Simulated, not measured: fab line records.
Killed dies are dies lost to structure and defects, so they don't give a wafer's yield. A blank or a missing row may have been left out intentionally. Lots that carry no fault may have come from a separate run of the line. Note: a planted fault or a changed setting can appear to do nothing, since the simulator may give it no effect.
The tool behind it: which one? || flow n5-finfet || Sampling: 12 lots, 35 wafers, 2 of 1938 route steps

== WHAT EACH GAUGE READ, for each wafer ==
N5_FIN_SAQP_OCD_MEAS_76. Usual: trench-depth-nm at 120.0 nm, with a standard deviation of 2.4.
{"lot": "L990", "measured": "day 2 08:55", "on": "ocd-01", "trench-depth-nm (nm)": "119.0 119.7 117.4", "flag": ""}
{"lot": "L992", "measured": "day 2 21:46", "on": "ocd-02", "trench-depth-nm (nm)": "119.9 120.0 120.4", "flag": ""}
{"lot": "L993", "measured": "day 3 02:57", "on": "ocd-02", "trench-depth-nm (nm)": "125.2 116.7 120.7", "flag": ""}
{"lot": "L994", "measured": "day 3 10:14", "on": "ocd-01", "trench-depth-nm (nm)": "119.5 117.8 118.2", "flag": ""}
{"lot": "L995", "measured": "day 3 15:37", "on": "ocd-01", "trench-depth-nm (nm)": "121.5 117.6 120.4", "flag": ""}
{"lot": "L997", "measured": "day 4 03:20", "on": "ocd-02", "trench-depth-nm (nm)": "122.9 119.0 118.7", "flag": ""}
{"lot": "L998", "measured": "day 4 08:01", "on": "ocd-02", "trench-depth-nm (nm)": "121.4 119.4 119.4", "flag": ""}
{"lot": "L105", "measured": "day 6 03:13", "on": "ocd-01", "trench-depth-nm (nm)": "119.1 121.0", "flag": ""}
{"lot": "L106", "measured": "day 6 08:58", "on": "ocd-01", "trench-depth-nm (nm)": "118.7 117.3 117.3", "flag": ""}
{"lot": "L110", "measured": "day 7 09:33", "on": "ocd-02", "trench-depth-nm (nm)": "121.3 118.0 124.5", "flag": ""}
{"lot": "L111", "measured": "day 7 14:34", "on": "ocd-01", "trench-depth-nm (nm)": "124.7 124.6 120.1", "flag": ""}
{"lot": "L112", "measured": "day 7 20:35", "on": "ocd-02", "trench-depth-nm (nm)": "118.8 118.1 120.0", "flag": ""}

N5_FIN_CUT_CD_MEAS_08 targets a cd of 29.1 nm. Usual: cd-nm at 29.16 nm, with a standard deviation of 0.23.
{"lot": "L990", "measured": "day 2 09:15", "on": "cd-sem-01", "cd-nm (nm)": "29.35 28.94 28.95", "flag": ""}
{"lot": "L992", "measured": "day 2 22:14", "on": "cd-sem-03", "cd-nm (nm)": "29.58 29.14 29.08", "flag": ""}
{"lot": "L993", "measured": "day 3 03:17", "on": "cd-sem-03", "cd-nm (nm)": "29.31 29.13 29.01", "flag": ""}
{"lot": "L994", "measured": "day 3 10:36", "on": "cd-sem-03", "cd-nm (nm)": "29.68 29.01 28.90", "flag": ""}
{"lot": "L995", "measured": "day 3 16:05", "on": "cd-sem-01", "cd-nm (nm)": "29.39 29.05 29.37", "flag": ""}
{"lot": "L997", "measured": "day 4 03:47", "on": "cd-sem-01", "cd-nm (nm)": "28.94 28.88 28.83", "flag": ""}
{"lot": "L998", "measured": "day 4 08:21", "on": "cd-sem-02", "cd-nm (nm)": "29.06 29.33 29.27", "flag": ""}
{"lot": "L105", "measured": "day 6 03:33", "on": "cd-sem-02", "cd-nm (nm)": "29.06 29.18", "flag": ""}
{"lot": "L106", "measured": "day 6 09:18", "on": "cd-sem-03", "cd-nm (nm)": "28.93 28.94 29.31", "flag": ""}
{"lot": "L110", "measured": "day 7 10:01", "on": "cd-sem-03", "cd-nm (nm)": "29.36 29.04 28.88", "flag": ""}
{"lot": "L111", "measured": "day 7 15:01", "on": "cd-sem-02", "cd-nm (nm)": "29.60 29.38 29.30", "flag": ""}
{"lot": "L112", "measured": "day 7 21:03", "on": "cd-sem-01", "cd-nm (nm)": "29.24 29.09 28.92", "flag": ""}

== WHICH TOOL RAN EACH LOT (tool, then ch and the chambers of the sampled wafers, then the start) ==
There is no process step in the record ahead of these readings.

== WHAT THE TOOLS THEMSELVES READ (means of the sampled wafers that have a number; where no wafer has one, the mark that the record gives instead) ==
The record holds no such reading with a usual standard deviation.

== THE ANSWER, worked out from the rows above alone ==
Rule: a lot is off if the mean of its wafers that have a number lies more than 3 standard deviations from the usual mean. Also off: a lot with no number at a reading for which 4 or more lots have one. The other lots that the step has rows for count as sound. First the gauges in route order, then the tools' own readings, where a lot's mean is used as printed above. At the first step where some lot is off, the reading lying furthest off is the one used; lots without a number count as furthest.
None of the lots is off at any reading shown; this tells nothing.

== WHAT THE SIMULATOR HAD INSERTED ==
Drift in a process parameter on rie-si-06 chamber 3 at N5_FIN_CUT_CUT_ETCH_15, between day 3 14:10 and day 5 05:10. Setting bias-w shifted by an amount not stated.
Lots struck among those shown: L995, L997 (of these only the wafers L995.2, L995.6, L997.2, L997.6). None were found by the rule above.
